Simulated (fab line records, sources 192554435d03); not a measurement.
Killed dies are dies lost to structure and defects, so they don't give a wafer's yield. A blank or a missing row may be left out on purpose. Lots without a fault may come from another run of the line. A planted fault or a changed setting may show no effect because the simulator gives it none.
Split-lot experiment | flow n5_finfet | 7 lots, 39 wafers read, on a route of 1938 steps

THE SPLIT
At N5_BEOL_M12_SPUTTER_44 (material Ta, target thk 10 nm, time 16.13 s), the setting time_s was moved away from the recipe's 16.13 s on 9 of the 39 wafers read, by -33.8% to +45.6%. The other wafers ran this setting at the recipe's value.

FROM THE SPLIT TO THE READING: what the file shows between them, 3 steps
- N5_BEOL_M12_SPUTTER_45: material Cu, target thk 80 nm, time 13.33 s
- N5_BEOL_M12_ECD_47: material Cu, target thk 720 nm
- N5_BEOL_M12_ANNEAL_48: time 90 s

THE READING
barrier_field_endpoint_s, in s, at N5_BEOL_M12_CMP_49 (polishes, stops on SiOC, t overpolish 20.6 s, target thk 320 nm). Fault-free wafers of this fab line usually give 30.1 s, standard deviation 0.94 s.

wafer  | tool, chamber at the split | time_s as run, s | against the recipe | barrier_field_endpoint_s, s | against lot-mates on the recipe
L076.1 | pvd_sputter-01, -          | 16.13            | recipe             | 30.0                        | -
L076.4 | pvd_sputter-01, -          | 23.49            | +45.6%             | 36.0                        | +6.5
L076.3 | pvd_sputter-01, -          | 23.49            | +45.6%             | 34.8                        | +5.3
L076.2 | pvd_sputter-01, -          | 23.49            | +45.6%             | 36.5                        | +7.0
L076.5 | pvd_sputter-01, -          | 16.13            | recipe             | 29.0                        | -
L076.6 | pvd_sputter-01, -          | 16.13            | recipe             | 29.6                        | -
L077.4 | pvd_sputter-01, -          | 16.13            | recipe             | 30.0                        | -
L077.2 | pvd_sputter-01, -          | 16.13            | recipe             | 29.1                        | -
L077.3 | pvd_sputter-01, -          | 16.13            | recipe             | 31.1                        | -
L077.1 | pvd_sputter-01, -          | 16.13            | recipe             | 29.4                        | -
L077.5 | pvd_sputter-01, -          | 16.13            | recipe             | 29.6                        | -
L077.6 | pvd_sputter-01, -          | 16.13            | recipe             | 29.2                        | -
L078.3 | pvd_sputter-03, -          | 16.13            | recipe             | 29.1                        | -
L078.2 | pvd_sputter-03, -          | 16.13            | recipe             | 30.0                        | -
L078.5 | pvd_sputter-03, -          | 16.13            | recipe             | 30.9                        | -
L089.3 | pvd_sputter-03, -          | 16.13            | recipe             | 30.5                        | -
L089.4 | pvd_sputter-03, -          | 16.13            | recipe             | 30.3                        | -
L089.2 | pvd_sputter-03, -          | 16.13            | recipe             | 29.6                        | -
L089.1 | pvd_sputter-03, -          | 16.13            | recipe             | 31.4                        | -
L089.5 | pvd_sputter-03, -          | 16.13            | recipe             | 30.7                        | -
L089.6 | pvd_sputter-03, -          | 16.13            | recipe             | 30.5                        | -
L088.4 | pvd_sputter-01, -          | 16.13            | recipe             | 31.8                        | -
L088.2 | pvd_sputter-01, -          | 10.68            | -33.8%             | 27.7                        | -4.0
L088.3 | pvd_sputter-01, -          | 10.68            | -33.8%             | 26.8                        | -4.9
L088.1 | pvd_sputter-01, -          | 16.13            | recipe             | 32.0                        | -
L088.5 | pvd_sputter-01, -          | 10.68            | -33.8%             | 26.5                        | -5.2
L088.6 | pvd_sputter-01, -          | 16.13            | recipe             | 31.3                        | -
L092.4 | pvd_sputter-03, -          | 16.13            | recipe             | 30.1                        | -
L092.1 | pvd_sputter-03, -          | 16.13            | recipe             | 29.1                        | -
L092.3 | pvd_sputter-03, -          | 16.13            | recipe             | 29.6                        | -
L092.2 | pvd_sputter-03, -          | 16.13            | recipe             | 28.8                        | -
L092.5 | pvd_sputter-03, -          | 16.13            | recipe             | 30.3                        | -
L092.6 | pvd_sputter-03, -          | 16.13            | recipe             | 29.8                        | -
L095.2 | pvd_sputter-01, -          | 16.13            | recipe             | 30.7                        | -
L095.3 | pvd_sputter-01, -          | 16.13            | recipe             | 30.1                        | -
L095.4 | pvd_sputter-01, -          | 16.13            | recipe             | 29.1                        | -
L095.1 | pvd_sputter-01, -          | 11.69            | -27.5%             | 28.5                        | -1.5
L095.6 | pvd_sputter-01, -          | 11.69            | -27.5%             | 27.0                        | -3.0
L095.5 | pvd_sputter-01, -          | 11.69            | -27.5%             | 27.2                        | -2.8

THE FIT
A straight line over all 39 wafers: barrier_field_endpoint_s changes by +0.109 s for each +1% of time_s; r = +0.91; the points scatter about the line by 0.87 s.
The same after taking each lot's own level away (the mean of its wafers on the recipe; 39 wafers): +0.128 s for each +1%; r = +0.96; scatter 0.69 s.
On that fit, the largest move of time_s shifts the reading by 5.9 s.
The lots' own levels span 29.53 to 31.70 s, that is 2.3 times the standard deviation above.
So the lot-to-lot level changes the slope: the two fits differ.
Check: with one of the wafers moved furthest among these (+45.6%) left out of the fit, the line predicts +5.8 s for it against its lot-mates. It came out at +6.47 s against them.

THE WHOLE CHAIN: every reading that the file lists as answering this split, in the file's order
step                   | what it does                                                    | reading                                                                           | change (the file's fit)                | r (the file's)
N5_BEOL_M12_SPUTTER_44 | material Ta, target thk 10 nm, time 16.13 s                     | Ta_of_BEOL_M12_SPUTTER_44.thk_nm (the simulator's own value, which no gauge read) | +0.0997 nm for each +1% of the setting | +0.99
N5_BEOL_M12_CMP_49     | polishes, stops on SiOC, t overpolish 20.6 s, target thk 320 nm | barrier_field_endpoint_s                                                          | +0.127 s for each +1% of the setting   | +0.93

THE FILE'S OWN FIT
barrier_field_endpoint_s changes by +0.127 s for each +1% of time_s, r = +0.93.
